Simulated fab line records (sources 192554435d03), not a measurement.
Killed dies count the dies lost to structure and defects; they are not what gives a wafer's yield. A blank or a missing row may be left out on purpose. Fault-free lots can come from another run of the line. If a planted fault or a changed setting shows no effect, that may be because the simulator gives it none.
One fault seen from 3 desks | flow n5Finfet | what lay behind the numbers comes last; until then each desk has only its own

METROLOGY DESK
What the gauges read for every lot (on any tool): the sampled wafers with a number, averaged. Any lot whose mean is over 4 standard deviations away from the usual mean is out of limits and marked OUT; that distance is given in the brackets. 7 of its 10 readings are shown, namely those furthest out on some lot.
Columns: A = DIBL_N at N5_BEOL_M4_RC_MEAS_101, usual 36.0 mV/V; B = DIBL_P at N5_BEOL_M4_RC_MEAS_101, usual 35.9 mV/V; C = IOFF_P at N5_BEOL_M4_RC_MEAS_101, usual 0.21 nA/um; D = ION_N at N5_BEOL_M4_RC_MEAS_101, usual 675 uA/um; E = ION_P at N5_BEOL_M4_RC_MEAS_101, usual 463 uA/um; F = VT_N at N5_BEOL_M4_RC_MEAS_101, usual 250 mV; G = VT_P at N5_BEOL_M4_RC_MEAS_101, usual -251 mV
lot  | first seen here | A    | B    | C    | D   | E   | F   | G
L198 | day 7 20:41     | 33.9 | 33.0 | 0.18 | 665 | 461 | 253 | -251
L202 | day 9 00:44     | 33.1 | 32.1 | 0.15 | 661 | 459 | 258 | -255
L207 | day 9 23:51     | 36.3 | 35.0 | 0.17 | 657 | 450 | 256 | -256
L206 | day 10 03:46    | 37.3 | 37.0 | 0.20 | 673 | 459 | 250 | -254
L209 | day 10 14:30    | 36.4 | 34.5 | 0.23 | 666 | 465 | 251 | -247
L214 | day 11 22:24    | 35.1 | 36.2 | 0.21 | 690 | 475 | 248 | -248
L213 | day 12 00:50    | 33.9 | 33.6 | 0.16 | 644 | 445 | 251 | -258
L218 | day 13 05:34    | 36.0 | 36.6 | 0.21 | 674 | 462 | 250 | -252
L220 | day 13 18:15    | 36.0 | 38.0 | 0.23 | 683 | 465 | 245 | -251
L221 | day 13 18:21    | 35.8 | 37.2 | 0.26 | 692 | 477 | 245 | -246
Result from this desk: across the 10 lots, nothing is out of limits.

THE DEFECT DESK
Per lot, the means of the sampled wafers with a number show what the inspections along the route counted. Any lot whose mean is over 4 standard deviations away from the usual mean is out of limits and marked OUT; that distance is given in the brackets.
Columns: A = rawDefectCount at N5_BEOL_M3_INSPECT_30, usual 420
lot  | first seen here | A
L198 | day 7 01:21     | 422
L202 | day 8 08:16     | 370
L207 | day 9 04:52     | 383
L206 | day 9 08:39     | 405
L209 | day 9 14:25     | 429
L213 | day 11 00:27    | 426
L214 | day 11 03:08    | 273
L218 | day 12 00:50    | 398
L220 | day 12 18:51    | 362
L221 | day 13 04:08    | 389
Result from this desk: across the 10 lots, nothing is out of limits.

TOOL OWNER'S DESK, rieDiel-02
The tool's own readings at N5_BEOL_M3_ETCH_70 (etches SOC in N2/H2, target depth 80 nm, overetch 16 nm, time 120 s): means of the sampled wafers that have a number, for each lot that ran on this tool. Any lot whose mean is over 4 standard deviations away from the usual mean is out of limits and marked OUT; that distance is given in the brackets.
Columns: A = biasW at N5_BEOL_M3_ETCH_70, usual 150.0 W; B = drypumpMotorCurrentA at N5_BEOL_M3_ETCH_70, usual 5.7 A; C = oesProductAu at N5_BEOL_M3_ETCH_70, usual 0.60 a.u.; D = rfVppV at N5_BEOL_M3_ETCH_70, usual 523.4 V; E = runLengthS at N5_BEOL_M3_ETCH_70, usual 143.4 s; F = showerheadPlenumPTorr at N5_BEOL_M3_ETCH_70, usual 2.53 Torr; G = throttleValvePct at N5_BEOL_M3_ETCH_70, usual 17.80 %
lot  | first seen here | A     | B   | C    | D     | E                | F    | G
L202 | day 8 10:17     | 150.3 | 5.5 | 0.62 | 522.0 | 143.8            | 2.51 | 17.81
L207 | day 9 06:59     | 149.9 | 5.8 | 0.58 | 523.7 | 143.2            | 2.51 | 17.96
L209 | day 9 22:36     | 150.2 | 5.7 | 0.59 | 524.1 | 143.7            | 2.53 | 17.85
L214 | day 11 04:22    | 150.2 | 5.3 | 0.65 | 522.9 | 147.4 (+8.1) OUT | 2.50 | 17.46
L213 | day 11 07:34    | 150.2 | 6.5 | 0.54 | 522.4 | 146.2 (+5.7) OUT | 2.51 | 17.88
L218 | day 12 12:01    | 150.4 | 5.6 | 0.57 | 522.5 | 147.2 (+7.6) OUT | 2.50 | 18.05
Finding of this desk: L213, L214, L218 out of limits; the first was L214 at day 11 04:22, on runLengthS at N5_BEOL_M3_ETCH_70. L202, L207, L209: within limits.

PUT TOGETHER
The tool owner's desk had the chance to raise an alarm at day 11 04:22 on L213, L214, L218.
Nothing out of limits was seen by the metrology desk.
Nothing out of limits was seen by the defect desk.
The metrology desk holds a record of L213, L214, L218, inside its limits.
The defect desk has L213, L214, L218 on record, within its limits.
Of the lots named, all ran N5_BEOL_M3_ETCH_70 on rieDiel-02.

WHAT THE SIMULATOR HAD INSERTED
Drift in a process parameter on rieDiel-02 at N5_BEOL_M3_ETCH_70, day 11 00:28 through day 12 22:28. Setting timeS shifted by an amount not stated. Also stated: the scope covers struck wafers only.
Struck lots among those shown: L213, L214, L218.
Delay in hours, fault start to first out-of-limits reading, by desk: the tool owner's desk at 4.
